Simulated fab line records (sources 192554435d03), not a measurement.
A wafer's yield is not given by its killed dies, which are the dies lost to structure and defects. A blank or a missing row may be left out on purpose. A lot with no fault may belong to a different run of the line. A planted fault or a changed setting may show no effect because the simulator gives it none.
Chamber matching -- flow n5_finfet -- N5_SDB_STRIP_21 on rie_diel-04: 4 sister chambers
The step strips in CF4. 4 wafers are shown with their chamber, then 9 later ones without.

== WAFERS WITH THEIR CHAMBER ==
wafer,chamber,showerhead_plenum_p_Torr (Torr)
L087.5,1,1.76
L089.2,0,1.77
L089.3,3,1.90
L089.6,2,1.74

== WAFERS WITH NO CHAMBER GIVEN ==
wafer,showerhead_plenum_p_Torr (Torr)
L094.2,1.76
L094.3,1.74
L094.4,1.77
L095.1,1.90
L095.3,1.74
L095.4,1.90
L096.2,1.74
L096.3,1.89
L096.6,1.76

== THE CHAMBER EACH PASSED THROUGH ==
wafer,from the rows above,in truth
L094.2,1,1
L094.3,2,2
L094.4,0,0
L095.1,3,3
L095.3,2,2
L095.4,3,3
L096.2,2,2
L096.3,3,3
L096.6,1,1
Correct placement for 9 of the 9. Left unplaced by these rows: 0. Wrongly placed: 0.
How it was worked out, from the rows above alone: a wafer's distance from a chamber is the root of the sum, over the readings, of the square of ((its reading less the chamber's mean) divided by the reading's scatter). If the next closest chamber is less than 2 further off than the closest, the wafer can't be placed; otherwise it belongs to the closest. Each chamber's mean is taken over the wafers shown for it. The scatter: with one shown wafer a chamber, the root of the mean of the squares of how far each hidden wafer lies from its nearest shown one.
